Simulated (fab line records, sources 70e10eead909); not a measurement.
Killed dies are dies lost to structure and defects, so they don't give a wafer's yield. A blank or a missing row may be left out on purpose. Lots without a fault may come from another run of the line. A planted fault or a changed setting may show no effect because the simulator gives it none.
A struck lot beside a sound one | flow nand_harc | 16 steps out of a route of 1302
Sound: wafers L225.1, L225.3, L225.4. Struck: wafer L239.4. The cause comes at the end.
At each step with rows: each side's tool, then ch and its chambers, then its first start. Under that, the readings that differ: sound wafers | struck wafers | difference of the means | sigmas: that difference in standard deviations of wafers without a fault.
alike: readings whose means differ by less than 2 such deviations, and words and numbers that are the same on both sides. not compared: withheld readings, readings that some wafer has no value for, bounds like >300 that may hide the same value, and numbers for which the record gives no deviation and whose values overlap.
The two part at a step that has a row with sigmas, a row that says differs or no value, or rows on one side only. Numbers that don't overlap but have no deviation are shown without sigmas and don't part them. A reading that every wafer of one side lacks parts them only if that side has two wafers or more.

first, 2 steps without rows for these wafers: NHARC_A_ONON_D1_ANNEAL_15 (time 3600 s); NHARC_A_ONON_D1_DEP_16 (target thk 1000 nm).
NHARC_A_ONON_D1_THK_MEAS_18: measures by ellipsometry.
  sound on film_metro-01, day 11 18:55; struck on film_metro-01, day 17 05:44
  alike: thk_nm
then, 1 step without rows for these wafers: NHARC_A_ONON_D1_DEP_19 (target thk 1000 nm).
NHARC_A_ONON_D1_THK_MEAS_21: measures by ellipsometry.
  sound on film_metro-02, day 11 19:29; struck on film_metro-01, day 17 06:17
  alike: thk_nm
then, 1 step without rows for these wafers: NHARC_A_ONON_D1_DEP_22 (target thk 1000 nm).
NHARC_A_ONON_D1_THK_MEAS_24: measures by ellipsometry.
  sound on film_metro-01, day 11 20:03; struck on film_metro-01, day 17 06:52
  alike: thk_nm
then, 1 step without rows for these wafers: NHARC_A_ONON_D1_DEP_25 (target thk 1000 nm).
NHARC_A_ONON_D1_THK_MEAS_27: measures by ellipsometry.
  sound on film_metro-02, day 11 20:37; struck on film_metro-02, day 17 07:25
  alike: thk_nm
then, 1 step without rows for these wafers: NHARC_A_ONON_D1_DEP_28 (target thk 1000 nm).
NHARC_A_ONON_D1_THK_MEAS_30: measures by ellipsometry.
  sound on film_metro-01, day 11 21:13; struck on film_metro-01, day 17 07:59
  alike: thk_nm
NHARC_A_ONON_D1_DEP_33: deposits SiO2, target thk 200 nm.
  sound on pecvd-01 ch 0,1, day 11 21:19; struck on pecvd-02 ch 0, day 17 08:16
  alike: chamber_pressure_Torr, heater_power_w, throttle_valve_pct
NHARC_A_ONON_D1_THK_MEAS_34: measures by ellipsometry.
  sound on film_metro-02, day 11 21:41; struck on film_metro-02, day 17 08:28
  alike: thk_nm
NHARC_A_ONON_D1_INSPECT_32:
  sound on defect_inspect-01, day 11 21:45; struck on defect_inspect-01, day 17 08:43
  reading          | sound      | struck | difference | sigmas
  raw_defect_count | 117 102 92 | 1000   | +896       | +34
  not compared: hold
NHARC_A_CHANNEL_HOLE_D1_DEP_00: deposits aC, target thk 3100 nm.
  sound on acl_dep-01 ch 0, day 12 00:59; struck on acl_dep-01 ch 0, day 17 17:46
  reading | sound | struck                   | difference                   | sigmas
  hold    | - - - | await_dispo/8.1h/release | no value on the sound wafers |
  alike: throttle_valve_pct
-- the record jumps here: 16 days lie between the struck wafers' starts before and after (it left off in module A_CHANNEL_HOLE_D1 and takes up again in module END, whose first step shown is number 1302 of the route) --
NHARC_END_SORT_01:
  the record has rows for the struck wafers here (prober-02 ch 0, day 33 11:44) and none for the sound ones

WHERE THEY PART
First at NHARC_A_ONON_D1_INSPECT_32; last, within this record, at NHARC_END_SORT_01.

WHY: what the simulator had put in
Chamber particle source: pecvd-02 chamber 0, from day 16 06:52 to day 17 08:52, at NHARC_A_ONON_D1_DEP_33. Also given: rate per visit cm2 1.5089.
